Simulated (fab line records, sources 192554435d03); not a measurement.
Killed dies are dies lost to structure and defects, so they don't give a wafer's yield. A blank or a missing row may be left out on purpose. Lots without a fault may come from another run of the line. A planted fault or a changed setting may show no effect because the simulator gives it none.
fab line records | flow n5_finfet
record lots=9 wafers=27 last_day=18
route steps=1938 shown BEOL_M4@1111 BEOL_M8@1355 PASSIVATION@1936
lots that met no fault: from a run of the same line without faults
start_h: hours from the record's first day to the start of the lot's first wafer shown | wait_h: hours since the lot's step before | " the same as in the row above | L1.1+2: a row that stands for several wafers | - no value, or no start given | * or withheld: withheld | < > ~ a bound
route shown NAME@n: a module of which the file shows steps, and the number in the route of the first | usual: mean/standard deviation of fault-free wafers | same: alike in all rows | chamber/n: place in a boat | sites: the reading at each site | _std_site: their standard deviation | _edge_site: outer sites' mean less inner sites' | radius_mm: how far each site lies from the wafer's centre | mask NAME#n: copy n | behind: the tool/chamber that last shaped the wafer | hold: why the lot was held/for how many hours/how that ended | device: the transistor (n, p or np) that didn't switch | end of line: the same wafers' tests at the end of the route | a step without rows: its recipe alone | killed: dies lost to structure and defects at the first sort, not the wafer's yield | map: a wafer's dies, x killed, . not, _ none there
set.NAME: the setting as run; set.NAME@STEP: as run at that earlier step | model.NAME: the simulator's own value behind a step, which no gauge read
steps of the route over a sample of lots; a table a step, a row a wafer
services: from which hour (start_h, from the record's first day; less than 0 if before it) a tool's chamber was out of use, for how many hours, and why
## steps
# step N5_BEOL_M4_RC_MEAS_101
# usual DIBL_N=36.4/1.3 DIBL_P=36.5/1.7 IOFF_N=0.154/0.022 IOFF_P=0.202/0.025 ION_N=671/9.8 ION_P=460/6.8 SS_N=71.6/0.54 SS_P=73.4/0.58 VT_N=250.9/2.8 VT_P=-251.4/2.7
# columns lot.wafer tool chamber start_h wait_h DIBL_N[mV/V] DIBL_P[mV/V] IOFF_N[nA/um] IOFF_P[nA/um] ION_N[uA/um] ION_P[uA/um] SS_N[mV/dec] SS_P[mV/dec] VT_N[mV] VT_P[mV]
L182.1 prober-02 0 172.44 0.0 37.2 35.9 0.159 0.181 682 449 73.0 73.1 252.0 -252.2
L182.4 " 0 " " 34.8 33.7 0.124 0.161 668 458 71.3 73.1 255.4 -252.7
L182.5 " 0 " " 37.4 36.4 0.168 0.194 674 452 72.1 72.9 250.2 -252.2
L183.1 prober-02 0 175.60 0.0 37.7 38.0 0.170 0.216 667 457 71.6 74.3 249.1 -252.6
L183.2 " 0 " " 34.9 34.4 0.125 0.167 657 453 70.8 73.3 255.3 -256.2
L183.4 " 0 " " 37.6 37.3 0.170 0.201 672 456 71.3 74.2 251.2 -253.2
L185.3 prober-02 0 178.10 0.3 36.4 36.5 0.135 0.171 662 448 70.7 72.7 251.5 -255.8
L185.5 " 0 " " 38.7 38.8 0.172 0.203 678 453 71.6 74.2 247.7 -253.6
L185.6 " 0 " " 38.6 38.8 0.176 0.202 676 450 71.8 73.7 247.2 -253.1
L189.1 prober-02 0 222.66 0.0 36.6 37.3 0.159 0.232 669 466 71.8 74.1 250.7 -248.4
L189.4 " 0 " " 35.6 35.2 0.135 0.194 664 461 71.9 73.4 253.0 -250.1
L189.5 " 0 " " 35.2 35.7 0.135 0.200 669 471 70.7 73.5 251.4 -249.6
L190.2 prober-01 0 224.39 0.2 36.8 37.6 0.163 0.205 674 460 71.6 73.1 249.0 -249.7
L190.5 " 0 " " 34.7 35.0 0.129 0.174 655 453 71.5 73.2 253.7 -253.0
L190.6 " 0 " " 35.9 36.6 0.149 0.195 672 467 71.7 73.2 250.0 -250.1
L195.2 prober-02 0 261.57 0.2 35.3 35.9 0.150 0.196 689 471 71.5 73.8 247.1 -252.5
L195.3 " 0 " " 36.9 37.8 0.181 0.220 689 467 72.5 73.8 248.2 -249.6
L195.5 " 0 " " 35.7 35.5 0.150 0.189 674 462 71.9 73.2 249.2 -251.8
L198.2 prober-01 0 268.42 0.2 34.8 34.5 0.125 0.172 655 449 71.9 72.9 256.1 -255.7
L198.4 " 0 " " 35.5 35.5 0.136 0.194 660 458 71.4 73.9 254.0 -254.8
L198.5 " 0 " " 36.8 36.3 0.145 0.209 659 458 71.2 73.0 250.3 -253.4
L199.2 prober-02 0 270.59 0.2 38.0 37.3 0.181 0.232 661 451 72.6 73.1 249.9 -248.6
L199.3 " 0 " " 37.6 37.1 0.163 0.225 672 461 72.0 73.5 252.3 -251.1
L199.5 " 0 " " 37.0 36.4 0.157 0.221 671 463 71.7 73.4 250.5 -250.3
L203.3 prober-01 0 310.98 0.3 34.7 34.7 0.130 0.191 662 459 71.6 72.5 253.3 -251.2
L203.4 " 0 " " 35.0 35.3 0.134 0.199 679 466 70.6 72.7 251.0 -248.1
L203.5 " 0 " " 35.2 36.0 0.145 0.215 672 464 71.2 72.4 250.8 -249.1
# step N5_BEOL_M8_CD_MEAS_18
# recipe pitch_nm=80 target_cd_nm=40
# usual cd_nm=39.9/0.51
# columns lot.wafer tool chamber start_h wait_h cd_nm
L182.1 cd_sem-02 - 205.36 0.0 39.8
L182.4 " - " " 39.7
L182.5 " - " " 40.3
L183.1 cd_sem-02 - 207.11 0.0 39.1
L183.2 " - " " 39.3
L183.4 " - " " 39.1
L185.3 cd_sem-01 - 209.20 0.1 39.9
L185.5 " - " " 39.7
L185.6 " - " " 40.3
L190.2 cd_sem-02 - 256.02 0.1 40.3
L190.5 " - " " 39.5
L190.6 " - " " 40.8
L189.1 cd_sem-03 - 258.85 0.0 39.7
L189.4 " - " " 39.2
L189.5 " - " " 40.0
L195.2 cd_sem-01 - 296.31 0.1 39.9
L195.3 " - " " 39.6
L195.5 " - " " 40.1
L199.2 cd_sem-02 - 303.36 0.1 40.2
L199.3 " - " " 40.0
L199.5 " - " " 40.3
L198.2 cd_sem-01 - 303.84 0.1 39.9
L198.4 " - " " 40.0
L198.5 " - " " 40.3
L203.3 cd_sem-02 - 352.97 0.1 40.0
L203.4 " - " " 38.7
L203.5 " - " " 40.4
# step N5_BEOL_M8_TRENCH_ETCH_37
# recipe chemistry=C4F6/O2 target_depth_a=934.78 target=SiCOH_lowk time_s=31.2 ion_energy_ev=250 pressure_mtorr=30 source_w=345 bias_w=185 Ar_flow_sccm=300 C4F6_flow_sccm=10 O2_flow_sccm=10
# usual C4F6_flow_sccm=10.005/0.03 O2_flow_sccm=9.998/0.03 bias_w=185.0/0.56 drypump_motor_current_A=5.9/0.37 mfc_ar_sccm=299.8/0.87 oes_product_au=0.78/0.089 rf_fwd_power_W=340.7/2 rf_vpp_V=665/6 showerhead_plenum_p_Torr=2.79/0.078 throttle_valve_pct=21.02/0.27
# columns lot.wafer tool chamber start_h wait_h C4F6_flow_sccm O2_flow_sccm bias_w drypump_motor_current_A mfc_ar_sccm oes_product_au rf_fwd_power_W rf_hours_counter_h rf_vpp_V showerhead_plenum_p_Torr throttle_valve_pct
L182.1 rie_diel-02 3 206.10 - 10.008 9.991 184.0 6.1 298.6 0.71 339.9 206 661 2.72 21.48
L182.4 " 0 " " 10.052 9.995 185.0 5.9 300.6 0.69 340.1 224 660 2.69 21.07
L182.5 " 0 " " 10.004 10.032 184.4 5.9 300.7 0.70 338.8 - 658 2.69 21.07
L183.1 rie_diel-06 1 207.94 - 9.985 9.963 185.2 6.0 300.3 0.73 336.9 180 670 2.83 21.11
L183.2 " 3 " " 10.044 10.002 185.4 6.1 301.2 0.75 343.3 172 665 2.74 21.07
L183.4 " 2 " " 10.026 9.979 185.4 5.9 300.1 0.92 340.3 23 663 2.79 20.49
L185.3 rie_diel-06 0 211.12 - 10.023 10.010 184.7 5.8 300.8 0.91 340.8 33 671 2.78 20.79
L185.5 " 1 " " 10.016 9.963 185.0 6.0 301.0 0.72 336.4 - 669 2.83 21.11
L185.6 " 3 " " 10.012 10.015 184.9 6.2 300.0 0.75 342.9 - 666 2.74 21.09
L190.2 rie_diel-06 2 257.64 - 9.981 10.001 185.2 5.9 298.6 0.89 343.5 41 661 2.78 20.53
L190.5 " 0 " " 10.033 9.951 184.8 5.8 300.4 0.88 342.5 - 670 2.77 20.83
L190.6 " 3 " " 10.023 10.036 185.4 6.2 300.4 0.73 342.3 - 666 2.73 21.11
L189.1 rie_diel-06 0 260.53 - 10.010 9.976 184.9 5.8 299.7 0.88 342.3 51 669 2.77 20.84
L189.4 " 3 " " 10.031 9.970 186.0 6.2 299.1 0.74 341.8 191 664 2.73 21.10
L189.5 " 1 " " 9.982 9.953 184.9 6.0 298.4 0.72 335.7 - 669 2.82 21.12
L195.2 rie_diel-05 0 297.70 - - - - - - - - - - - -
L195.3 " 3 " " - - - - - - - - - - -
L195.5 " 3 " " - - - - - - - - - - -
L199.2 rie_diel-05 2 304.99 - - - - - - - - - - - -
L199.3 " 3 " " - - - - - - - - - - -
L199.5 " 2 " " - - - - - - - - - - -
L198.2 rie_diel-06 0 305.09 - - - - - - - - - - - -
L198.4 " 2 " " - - - - - - - - - - -
L198.5 " 0 " " - - - - - - - - - - -
L203.3 rie_diel-02 3 357.59 - 9.983 9.979 185.3 6.1 300.2 0.97 343.5 3 671 3.04 21.18
L203.4 " 0 " " 10.065 10.014 184.6 5.9 300.7 0.93 337.8 14 670 3.01 20.74
L203.5 " 1 " " 9.999 9.995 185.5 5.0 301.8 0.67 341.2 - 659 2.70 21.05
# step N5_BEOL_M8_STRIP_80
# recipe chemistry=N2/H2 time_s=10 power_w=450 temp_c=40 pressure_mtorr=20 rf_frequency_hz=6e+07 bias_power_w=7 n2_flow_sccm=200 h2_flow_sccm=200
# usual drypump_motor_current_A=5.9/0.37 oes_product_au=0.78/0.09 rf_vpp_V=59.0/0.85 showerhead_plenum_p_Torr=2.48/0.076 throttle_valve_pct=23.7/0.32
# columns lot.wafer tool chamber start_h wait_h drypump_motor_current_A oes_product_au rf_hours_counter_h rf_vpp_V showerhead_plenum_p_Torr throttle_valve_pct
L182.1 rie_diel-02 3 - - 6.1 0.71 206 59.4 2.42 24.1
L182.4 " 0 " " 5.9 0.70 224 58.0 2.40 23.9
L182.5 " 0 " " 5.8 0.70 - 57.5 2.40 23.9
L183.1 rie_diel-06 1 - - 5.9 0.73 180 61.2 2.54 24.2
L183.2 " 3 " " 6.2 0.75 172 58.4 2.43 23.7
L183.4 " 2 " " 5.9 0.93 23 60.2 2.48 23.1
L185.3 rie_diel-06 0 - - 5.8 0.91 33 58.4 2.48 23.5
L185.5 " 1 " " 6.0 0.74 - 59.8 2.54 24.2
L185.6 " 3 " " 6.2 0.75 - 58.8 2.43 23.7
L190.2 rie_diel-06 2 - - 5.9 0.90 41 57.9 2.47 23.1
L190.5 " 0 " " 5.8 0.89 - 59.1 2.47 23.5
L190.6 " 3 " " 6.1 0.72 - 58.8 2.42 23.7
L189.1 rie_diel-06 0 - - 5.8 0.88 51 58.1 2.47 23.5
L189.4 " 3 " " 6.2 0.74 191 57.6 2.42 23.7
L189.5 " 1 " " 6.0 0.72 - 60.3 2.53 24.2
L195.2 rie_diel-05 0 - - 5.6 0.81 100 59.8 2.46 23.5
L195.3 " 3 " " 5.7 0.98 5 59.8 2.49 23.4
L195.5 " 3 " " 5.7 0.97 - 57.9 2.48 23.4
L199.2 rie_diel-05 2 - - 6.2 0.83 55 59.7 2.57 23.7
L199.3 " 3 " " 5.8 0.95 8 59.8 2.48 23.4
L199.5 " 2 " " 6.2 0.85 - 59.1 2.57 23.7
L198.2 rie_diel-06 0 - - 5.8 0.86 63 58.7 2.47 23.6
L198.4 " 2 " " 5.9 0.88 57 59.2 2.46 23.1
L198.5 " 0 " " 5.8 0.87 - 60.1 2.47 23.5
L203.3 rie_diel-02 3 - - 6.1 0.97 3 58.7 2.72 23.9
L203.4 " 0 " " 5.9 0.93 14 60.5 2.70 23.6
L203.5 " 1 " " 5.0 0.67 - 58.2 2.40 23.7
# step N5_BEOL_M8_OCD_MEAS_38
# usual trench_depth_nm=92.8/1.3
# columns lot.wafer tool chamber start_h wait_h trench_depth_nm
L182.1 ocd-02 - 206.26 - 92.7
L182.4 " - " " 89.9
L182.5 " - " " 91.7
L183.1 ocd-02 - 208.10 - 92.9
L183.2 " - " " 92.0
L183.4 " - " " 93.9
L185.3 ocd-01 - 211.28 - 93.1
L185.5 " - " " 92.4
L185.6 " - " " 92.3
L190.2 ocd-02 - 257.80 - 93.8
L190.5 " - " " 93.4
L190.6 " - " " 92.8
L189.1 ocd-02 - 260.68 - 94.2
L189.4 " - " " 92.7
L189.5 " - " " 92.2
L195.2 ocd-01 - 297.86 - 0
L195.3 " - " " 0
L195.5 " - " " 0
L199.2 ocd-01 - 305.15 - 0
L199.3 " - " " 0
L199.5 " - " " 0
L198.2 ocd-02 - 305.24 - 0
L198.4 " - " " 0
L198.5 " - " " 0.5
L203.3 ocd-01 - 357.76 - 92.3
L203.4 " - " " 93.5
L203.5 " - " " 90.7
# step N5_BEOL_M8_CURE_75
# recipe temp_c=370 time_s=120 ambient=DMADMS/He material=SiCOH_lowk
# usual lamp_power_pct=52.31/0.06 wafer_temp_C_max=371.8/0.53
# columns lot.wafer tool chamber start_h wait_h lamp_power_pct wafer_temp_C_max
L182.1 uv_cure-01 0 206.47 0.0 52.25 371.2
L182.4 " 0 " " 52.39 371.6
L182.5 " 0 " " 52.32 371.1
L183.1 uv_cure-01 2 208.30 0.0 52.27 371.9
L183.2 " 2 " " 52.27 372.3
L183.4 " 2 " " 52.25 371.6
L185.3 uv_cure-01 2 211.64 0.2 52.25 371.3
L185.5 " 2 " " 52.31 372.7
L185.6 " 2 " " 52.29 371.5
L190.2 uv_cure-03 1 258.04 0.1 52.42 371.8
L190.5 " 1 " " 52.30 371.9
L190.6 " 1 " " 52.28 372.3
L189.1 uv_cure-01 2 260.92 0.1 52.34 372.5
L189.4 " 2 " " 52.34 372.4
L189.5 " 2 " " 52.40 372.3
L195.2 uv_cure-03 0 298.11 0.1 52.43 371.2
L195.3 " 0 " " 52.22 371.8
L195.5 " 0 " " 52.23 371.7
L199.2 uv_cure-03 0 305.39 0.1 52.29 371.8
L199.3 " 0 " " 52.25 372.4
L199.5 " 0 " " 52.43 372.0
L198.2 uv_cure-01 1 305.51 0.1 52.29 372.2
L198.4 " 1 " " 52.19 372.7
L198.5 " 1 " " 52.34 372.1
L203.3 uv_cure-01 2 358.05 0.1 52.33 372.6
L203.4 " 2 " " 52.38 371.9
L203.5 " 2 " " 52.29 371.8
# step N5_PASSIVATION_PROBE_49
# usual defect_limited_yield=91.1/1.3 killed_at_M0_to_M3=34/10 killed_at_M4_up=14/5.7 killed_at_contacts=12/5.9 killed_at_front_end=41/12 killed_at_other=4/3.1 killed_dies=105/15 killed_on_rim=14/4.2 killed_open=69/11 killed_short=35/7.8 sort_bin_5_function=5.3/0.81 sort_bin_6_memory=3.3/0.75 sort_n_pass=1075/15 sort_yield_pct=91.1/1.3
# same gross_dies=1180 killed_at_back_side=0 sort_bin_4_leakage[%]=0 sort_bin_8_speed[%]=0
# columns lot.wafer tool chamber start_h wait_h defect_limited_yield[%] killed_at_M0_to_M3 killed_at_M4_up killed_at_contacts killed_at_front_end killed_at_other killed_dies killed_on_rim killed_open killed_short sort_bin_5_function[%] sort_bin_6_memory[%] sort_n_pass sort_yield_pct[%]
L190.2 prober-01 - 324.55 0.1 92.1 20 20 13 37 3 93 14 75 17 4.0 3.7 1087 92.1
L190.5 prober-01 - 324.70 0.2 91.4 39 10 8 39 5 101 9 65 30 5.4 2.9 1079 91.4
L190.6 prober-01 - 324.75 0.3 89.2 48 14 13 47 5 127 24 79 44 5.0 5.6 1053 89.2
L195.2 prober-01 - 364.22 0.1 0 25 1086 14 47 8 1180 152 92 24 95.9 3.9 0 0
L195.3 prober-01 - 364.27 0.1 0 19 1096 15 47 3 1180 152 64 40 96.2 3.3 0 0
L195.5 prober-01 - 364.37 0.2 0 19 1097 11 39 14 1180 152 53 38 96.4 3.1 0 0
L199.2 prober-01 - 374.51 0.1 0 51 1049 3 75 2 1180 152 77 63 94.7 4.7 0 0
L199.3 prober-01 - 374.56 0.1 0 50 1079 3 42 6 1180 152 67 40 96.5 3.0 0 0
L199.5 prober-01 - 374.66 0.2 0 54 1067 5 52 2 1180 152 78 46 96.0 3.3 0 0
L198.2 prober-01 - 382.70 0.1 0 36 1080 7 55 2 1180 152 73 43 95.6 4.2 0 0
L198.4 prober-01 - 382.80 0.2 0 32 1098 6 39 5 1180 152 57 40 97.0 2.5 0 0
L198.5 prober-01 - 382.85 0.2 0 27 1100 9 41 3 1180 152 55 36 97.0 2.7 0 0
# killed by level:class
L190.2 STI_FIN_REVEAL:geometric_particle:open=14 MOL_CONTACT_COAG:geometric_particle:open=11 BEOL_M4:geometric_particle:open=9 BEOL_M3:geometric_particle:open=8 FIN_SAQP:geometric_particle:open=6 BEOL_M0_SAQP:geometric_particle:open=4 DUMMY_GATE:geometric_particle:open=3 ILD0:geometric_particle:open=3
L190.5 BEOL_M0_SAQP:geometric_particle:short=10 BEOL_M0_SAQP:geometric_particle:open=9 BEOL_M2:geometric_particle:open=8 MOL_CONTACT_COAG:geometric_particle:open=7 DUMMY_GATE:geometric_particle:open=7 FIN_SAQP:geometric_particle:open=6 STI_FIN_REVEAL:geometric_particle:open=6 BEOL_M1:geometric_particle:short=4
L190.6 BEOL_M0_SAQP:geometric_particle:open=17 FIN_SAQP:geometric_particle:open=14 BEOL_M0_SAQP:geometric_particle:short=14 MOL_CONTACT_COAG:geometric_particle:open=12 FIN_SAQP:geometric_particle:short=10 STI_FIN_REVEAL:geometric_particle:open=7 BEOL_M3:geometric_particle:open=5 BEOL_M2:geometric_particle:open=5
L195.2 BEOL_M8:area_etch=1063 FIN_SAQP:geometric_particle:open=15 BEOL_M4:geometric_particle:open=13 MOL_CONTACT_COAG:geometric_particle:open=12 BEOL_M1:geometric_particle:open=11 STI_FIN_REVEAL:geometric_particle:open=6 BEOL_M3:geometric_particle:open=6 GATE_CUT:geometric_particle:open=5
L195.3 BEOL_M8:area_etch=1073 STI_FIN_REVEAL:geometric_particle:open=12 MOL_CONTACT_COAG:geometric_particle:open=12 BEOL_M4:geometric_particle:open=10 GATE_CUT:geometric_particle:short=7 ILD0:geometric_particle:short=6 ILD0:geometric_particle:open=4 BEOL_M1:geometric_particle:open=4
L195.5 BEOL_M8:area_etch=1083 STI_FIN_REVEAL:geometric_particle:open=8 BEOL_M4:geometric_particle:open=8 FIN_SAQP:geometric_particle:open=7 MOL_CONTACT_COAG:geometric_particle:open=6 BEOL_M3:geometric_particle:open=6 MOL_CONTACT_COAG:geometric_particle:short=5 PAD_METAL:geometric_particle:short=5
L199.2 BEOL_M8:area_etch=1037 FIN_SAQP:geometric_particle:short=30 FIN_SAQP:geometric_particle:open=19 BEOL_M0_SAQP:geometric_particle:short=14 BEOL_M0_SAQP:geometric_particle:open=10 STI_FIN_REVEAL:geometric_particle:open=8 BEOL_M3:geometric_particle:open=8 BEOL_M1:geometric_particle:open=7
L199.3 BEOL_M8:area_etch=1071 BEOL_M3:geometric_particle:open=15 BEOL_M0_SAQP:geometric_particle:short=13 FIN_SAQP:geometric_particle:open=9 FIN_SAQP:geometric_particle:short=8 BEOL_M0_SAQP:geometric_particle:open=7 STI_FIN_REVEAL:geometric_particle:open=6 GATE_CUT:geometric_particle:short=6
L199.5 BEOL_M8:area_etch=1055 FIN_SAQP:geometric_particle:short=16 BEOL_M0_SAQP:geometric_particle:open=15 FIN_SAQP:geometric_particle:open=14 BEOL_M3:geometric_particle:open=14 BEOL_M0_SAQP:geometric_particle:short=9 BEOL_M1:geometric_particle:open=6 BEOL_M2:geometric_particle:open=6
L198.2 BEOL_M8:area_etch=1059 FIN_SAQP:geometric_particle:open=19 BEOL_M0_SAQP:geometric_particle:short=14 FIN_SAQP:geometric_particle:short=11 BEOL_M0_SAQP:geometric_particle:open=11 BEOL_M4:geometric_particle:open=9 DUMMY_GATE:geometric_particle:open=6 MOL_CONTACT_COAG:geometric_particle:open=5
L198.4 BEOL_M8:area_etch=1082 FIN_SAQP:geometric_particle:short=8 FIN_SAQP:geometric_particle:open=8 STI_FIN_REVEAL:geometric_particle:open=7 BEOL_M0_SAQP:geometric_particle:short=7 BEOL_M3:geometric_particle:open=6 BEOL_M0_SAQP:geometric_particle:open=5 BEOL_M2:geometric_particle:open=5
L198.5 BEOL_M8:area_etch=1088 FIN_SAQP:geometric_particle:open=14 FIN_SAQP:geometric_particle:short=8 MOL_CONTACT_COAG:geometric_particle:open=8 GATE_CUT:geometric_particle:short=7 BEOL_M0_SAQP:geometric_particle:open=5 BEOL_M0_SAQP:geometric_particle:short=5 BEOL_M1:geometric_particle:open=5
## services
# columns tool chamber start_h hours kind
rie_diel-05 3 185.11 4.9 repair
uv_cure-01 - 191.32 7.5 pm
rie_diel-06 2 209.85 1.5 repair
uv_cure-03 - 232.22 7.5 pm
rie_diel-02 - 243.77 0.4 repair
rie_diel-05 0 246.43 14.1 repair
rie_diel-06 1 249.84 9.5 repair
uv_cure-03 - 259.64 14.6 pm
rie_diel-05 3 260.62 - clean
rie_diel-05 3 260.62 - consumable_replace:focus_ring
rie_diel-05 3 260.62 24.3 scheduled_down
rie_diel-05 3 260.62 24.3 vent_cycle
uv_cure-01 - 269.13 2.1 pm
rie_diel-06 0 274.73 1.6 repair
rie_diel-06 0 276.83 7.2 repair
rie_diel-02 0 286.55 12.4 repair
rie_diel-02 - 320.74 3.6 repair
rie_diel-02 3 326.28 - clean
rie_diel-02 3 326.28 - consumable_replace:focus_ring
rie_diel-02 3 326.28 - consumable_replace:showerhead
rie_diel-02 3 326.28 17.4 scheduled_down
rie_diel-02 2 328.81 3.2 repair
uv_cure-03 - 345.99 6.0 repair
rie_diel-06 1 352.27 2.4 repair
## key
first_sign step=N5_BEOL_M8_TRENCH_ETCH_37 reading=tool_record direction=missing
effect step=N5_BEOL_M8_OCD_MEAS_38 reading=trench_depth_nm direction=down sigmas=70 usual=92.8 struck=0.1
effect step=N5_PASSIVATION_PROBE_49 reading=killed_at_M4_up direction=up sigmas=99+ usual=14 struck=1084
more_kills_born_at N5_BEOL_M8_TRENCH_ETCH_37@rie_diel-05=6382 N5_BEOL_M8_TRENCH_ETCH_37@rie_diel-06=3229
met_at N5_BEOL_M8_TRENCH_ETCH_37
struck_lots L195,L198,L199
later_rows_left_out L195.2,L195.3,L195.5,L198.2,L198.4,L198.5,L199.2,L199.3,L199.5
not_acting_at N5_BEOL_M8_CD_MEAS_18,N5_BEOL_M8_STRIP_80,N5_BEOL_M8_CURE_75
onset_between 260.53 297.70
fault kind=skipped_step_whole tool=rie_diel-05,rie_diel-06 chamber=- onset_h=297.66 steps=N5_BEOL_M8_TRENCH_ETCH_37 scope=struck_lots_only
# later_rows_left_out: the simulator's readings of these wafers behind a module that went badly wrong aren't trusted and aren't shown, but for the sort
